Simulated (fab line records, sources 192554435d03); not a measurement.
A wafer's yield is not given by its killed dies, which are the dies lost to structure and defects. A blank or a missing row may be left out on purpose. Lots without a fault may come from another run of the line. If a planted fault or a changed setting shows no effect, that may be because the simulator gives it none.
2 desks looking at one fault :: flow n5-finfet :: each desk has only its own numbers; what lay behind them comes last

## THE METROLOGY DESK
Lot by lot, what the gauges showed, no matter which tool ran the lot: averages of those sampled wafers that carry a number. Marked OUT: a lot whose mean sits more than 4 standard deviations from the usual mean, which makes it out of limits; the brackets give that distance. It has 10 readings; the 7 that lie furthest out on some lot are the ones shown.
Columns: A = DIBL_P at N5_BEOL_M4_RC_MEAS_101, usual 35.9 mV/V; B = IOFF_P at N5_BEOL_M4_RC_MEAS_101, usual 0.21 nA/um; C = ION_N at N5_BEOL_M4_RC_MEAS_101, usual 673 uA/um; D = ION_P at N5_BEOL_M4_RC_MEAS_101, usual 463 uA/um; E = SS_N at N5_BEOL_M4_RC_MEAS_101, usual 71.6 mV/dec; F = VT_N at N5_BEOL_M4_RC_MEAS_101, usual 250.5 mV; G = VT_P at N5_BEOL_M4_RC_MEAS_101, usual -250 mV
lot: L960
first seen here: day 8 10:36
A: 38.4
B: 0.24
C: 664
D: 458
E: 72.4
F: 252.9
G: -248

lot: L962
first seen here: day 9 04:24
A: 36.6
B: 0.25
C: 686
D: 470
E: 71.4
F: 246.8
G: -247

lot: L964
first seen here: day 9 14:58
A: 36.9
B: 0.17
C: 661
D: 448
E: 71.7
F: 251.5
G: -256

lot: L970
first seen here: day 11 12:47
A: 34.5
B: 0.22
C: 674
D: 462
E: 71.0
F: 251.6
G: -247

lot: L976
first seen here: day 12 08:46
A: 36.1
B: 0.25
C: 667
D: 471
E: 71.1
F: 250.5
G: -245

lot: L978
first seen here: day 13 10:14
A: 35.3
B: 0.18
C: 665
D: 456
E: 71.0
F: 252.5
G: -252

lot: L982
first seen here: day 14 09:39
A: 36.9
B: 0.19
C: 678
D: 462
E: 71.9
F: 250.1
G: -250

lot: L983
first seen here: day 14 10:16
A: 34.8
B: 0.18
C: 671
D: 457
E: 71.2
F: 251.1
G: -253
Finding of this desk: none of the 8 lots has anything out of limits.

## FOR THE TOOL OWNER'S DESK: ald-sin-02
The tool's own readings at N5_FIN_SAQP_ALD_61 (deposits SiO2, target thk 4 nm, pulse time 1 s, purge time 2 s): means of the sampled wafers that have a number, for each lot that ran on this tool. Marked OUT: a lot whose mean sits more than 4 standard deviations from the usual mean, which makes it out of limits; the brackets give that distance.
Columns: A = heater-power-w at N5_FIN_SAQP_ALD_61, usual 470 W; B = precursor-pulse-height-rel at N5_FIN_SAQP_ALD_61, usual 0.999
lot: L960
first seen here: day 1 21:02
A: 453
B: 1.014

lot: L964
first seen here: day 3 00:32
A: 454
B: 1.005

lot: L970
first seen here: day 4 08:15
A: 461
B: 1.012
Finding of this desk: none of the 3 lots has anything out of limits.

## ALL TOGETHER
The metrology desk saw nothing out of limits.
Nothing out of limits was seen by the tool owner's desk.

## WHAT THE SIMULATOR HAD PUT IN
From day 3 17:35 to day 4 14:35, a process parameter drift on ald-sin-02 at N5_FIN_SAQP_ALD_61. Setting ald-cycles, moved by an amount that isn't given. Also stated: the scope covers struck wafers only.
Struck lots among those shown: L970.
